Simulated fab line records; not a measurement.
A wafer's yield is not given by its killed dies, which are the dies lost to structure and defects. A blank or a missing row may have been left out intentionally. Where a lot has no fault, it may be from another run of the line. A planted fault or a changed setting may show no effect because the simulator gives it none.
Chamber matching | flow n5Finfet | N5_BEOL_M0_ALD_136 on aldMetal-02 has 4 sister chambers
The step deposits TaN, pulse time 2 s, purge time 3 s, co reactant purge time 2 s. 18 wafers are shown with their chamber, then 9 later ones without.

== WAFERS, EACH WITH ITS CHAMBER ==
wafer  | chamber | heaterPowerW (W) | susceptorTempC (C) | mfcCarrierSccm (sccm)
L074.3 | 0       | 432              | 275.07             | 1505
L074.4 | 3       | 407              | 275.04             | 1496
L074.5 | 0       | 427              | 275.18             | 1504
L075.3 | 1       | 378              | 274.88             | 1497
L075.4 | 2       | 433              | 275.20             | 1500
L075.6 | 0       | 433              | 274.98             | 1502
L078.1 | 0       | 422              | 274.98             | 1503
L078.4 | 2       | 431              | 275.03             | 1494
L078.5 | 2       | 439              | 274.86             | 1508
L080.1 | 3       | 411              | 275.10             | 1504
L080.4 | 2       | 440              | 274.76             | 1498
L080.5 | 1       | 385              | 274.77             | 1496
L083.3 | 1       | 383              | 275.24             | 1496
L083.5 | 0       | 421              | 275.04             | 1498
L083.6 | 1       | 386              | 274.93             | 1496
L087.3 | 0       | 423              | 275.06             | 1498
L087.4 | 0       | 419              | 275.06             | 1495
L087.5 | 1       | 385              | 274.82             | 1504

SIGNATURES (means of the wafers above)
reading        | chamber 0 | chamber 1 | chamber 2 | chamber 3 | scatter within a chamber
heaterPowerW   | 425.29    | 383.40    | 435.75    | 409.00    | 4.55
susceptorTempC | 275.0529  | 274.9280  | 274.9625  | 275.0700  | 0.141
mfcCarrierSccm | 1500.71   | 1497.80   | 1500.00   | 1500.00   | 4.38
Rule: for each reading, subtract the chamber's mean from the wafer's reading, divide by that reading's scatter and square the result; add these up over the readings and take the root, which gives the wafer's distance from the chamber. If the next closest chamber is less than 2 further off than the closest, the wafer can't be placed; otherwise it belongs to the closest. The scatter: take each reading less its chamber's mean, square it, sum over the shown wafers, divide by the number of wafers less the number of chambers, and take the root.

== WAFERS MISSING THEIR CHAMBER ==
wafer  | heaterPowerW (W) | susceptorTempC (C) | mfcCarrierSccm (sccm)
L090.1 | 420              | 274.85             | 1496
L090.2 | 391              | 275.08             | 1494
L090.6 | 442              | 274.93             | 1496
L093.2 | 417              | 275.15             | 1500
L093.3 | 410              | 274.60             | 1499
L093.6 | 384              | 275.03             | 1498
L096.1 | 427              | 275.20             | 1506
L096.3 | 415              | 275.04             | 1503
L096.5 | 395              | 274.79             | 1504

== EACH ONE'S CHAMBER ==
wafer  | from the rows above          | in truth
L090.1 | can't be placed: 0 or 3 or 2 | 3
L090.2 | 1                            | 1
L090.6 | 2                            | 2
L093.2 | can't be placed: 3 or 0      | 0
L093.3 | can't be placed: 3 or 0      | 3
L093.6 | 1                            | 1
L096.1 | can't be placed: 0 or 2      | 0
L096.3 | can't be placed: 3 or 0      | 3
L096.5 | can't be placed: 1 or 3      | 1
3 of 9 placed correctly. Not placeable from these rows: 6 (in 6, the candidates include the true chamber). 0 placed wrongly.
